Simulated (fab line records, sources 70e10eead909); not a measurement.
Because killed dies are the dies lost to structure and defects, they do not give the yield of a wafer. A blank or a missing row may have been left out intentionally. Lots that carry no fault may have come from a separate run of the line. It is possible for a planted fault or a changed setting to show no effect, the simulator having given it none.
Which tool did it? || flow nand harc || 10 lots with 30 wafers sampled at 2 steps, on a route of 1302 steps

== WHAT THE GAUGES READ, wafer by wafer ==
NHARC_A_CHANNEL_HOLE_D2_CD_MEAS_10: the cd target is 100 nm.
{"lot": "L735", "measured": "day 13 03:44", "on": "cd sem-01", "cd nm (nm)": "100.2 100.8 100.0"}
{"lot": "L737", "measured": "day 14 01:52", "on": "cd sem-01", "cd nm (nm)": "100.6 100.2 100.5"}
{"lot": "L739", "measured": "day 14 15:45", "on": "cd sem-02", "cd nm (nm)": "100.6 100.0 100.7"}
{"lot": "L744", "measured": "day 16 20:04", "on": "cd sem-01", "cd nm (nm)": "103.6 104.1 103.9"}
{"lot": "L747", "measured": "day 17 23:21", "on": "cd sem-01", "cd nm (nm)": "104.3 105.3 104.3"}
{"lot": "L751", "measured": "day 19 10:37", "on": "cd sem-01", "cd nm (nm)": "100.3 100.6 100.5"}
{"lot": "L754", "measured": "day 20 21:10", "on": "cd sem-01", "cd nm (nm)": "99.3 100.5 99.4"}
{"lot": "L755", "measured": "day 21 18:52", "on": "cd sem-01", "cd nm (nm)": "101.2 100.2 100.7"}
{"lot": "L757", "measured": "day 21 20:45", "on": "cd sem-03", "cd nm (nm)": "99.6 100.1 100.5"}
{"lot": "L758", "measured": "day 22 08:54", "on": "cd sem-03", "cd nm (nm)": "99.3 99.9 99.6"}

== WHAT TOOL EACH LOT RAN ON (gives the tool, then ch and the chambers of the sampled wafers, and finally the start) ==
{"lot": "L735", "NHARC_A_CHANNEL_HOLE_D2_PEB_08": "litho track-01 ch 0, day 13 03:39"}
{"lot": "L737", "NHARC_A_CHANNEL_HOLE_D2_PEB_08": "litho track-06 ch 0, day 14 01:47"}
{"lot": "L739", "NHARC_A_CHANNEL_HOLE_D2_PEB_08": "litho track-06 ch 0, day 14 15:40"}
{"lot": "L744", "NHARC_A_CHANNEL_HOLE_D2_PEB_08": "litho track-06 ch 0, day 16 19:59"}
{"lot": "L747", "NHARC_A_CHANNEL_HOLE_D2_PEB_08": "litho track-06 ch 0, day 17 23:16"}
{"lot": "L751", "NHARC_A_CHANNEL_HOLE_D2_PEB_08": "litho track-01 ch 0, day 19 10:32"}
{"lot": "L754", "NHARC_A_CHANNEL_HOLE_D2_PEB_08": "litho track-01 ch 0, day 20 21:05"}
{"lot": "L755", "NHARC_A_CHANNEL_HOLE_D2_PEB_08": "litho track-06 ch 0, day 21 18:47"}
{"lot": "L757", "NHARC_A_CHANNEL_HOLE_D2_PEB_08": "litho track-01 ch 0, day 21 20:40"}
{"lot": "L758", "NHARC_A_CHANNEL_HOLE_D2_PEB_08": "litho track-04 ch 0, day 22 08:49"}
- NHARC_A_CHANNEL_HOLE_D2_PEB_08: peb time 65 s.

== THE ANSWER, worked out from the rows above alone ==
Rule: usual is defined by the lots themselves. Put in order of their means at a reading, lots are off if they are a third of the lots or fewer, leave a main group of 4 or more, and stand apart from it by a gap of 3 or more times the standard deviation of the main group's means; of several such gaps the widest counts. The tables above print the reading to a certain number of digits; a main group whose means all agree to those digits is not used. A lot without any number at a reading at which 4 lots or more have one is off too. The other lots that the step has rows for count as sound.
Off, at NHARC_A_CHANNEL_HOLE_D2_CD_MEAS_10 on cd nm: L744, L747. The main group has a mean of 100.2 nm with a standard deviation of 0.36.
A tool fits if, at a process step before that reading, it ran every lot that is off, and no sound lot after the first of them. The gauges at NHARC_A_CHANNEL_HOLE_D2_CD_MEAS_10 are tried like those tools. Of those tried, none fits.

== WHAT WAS PUT IN BY THE SIMULATOR ==
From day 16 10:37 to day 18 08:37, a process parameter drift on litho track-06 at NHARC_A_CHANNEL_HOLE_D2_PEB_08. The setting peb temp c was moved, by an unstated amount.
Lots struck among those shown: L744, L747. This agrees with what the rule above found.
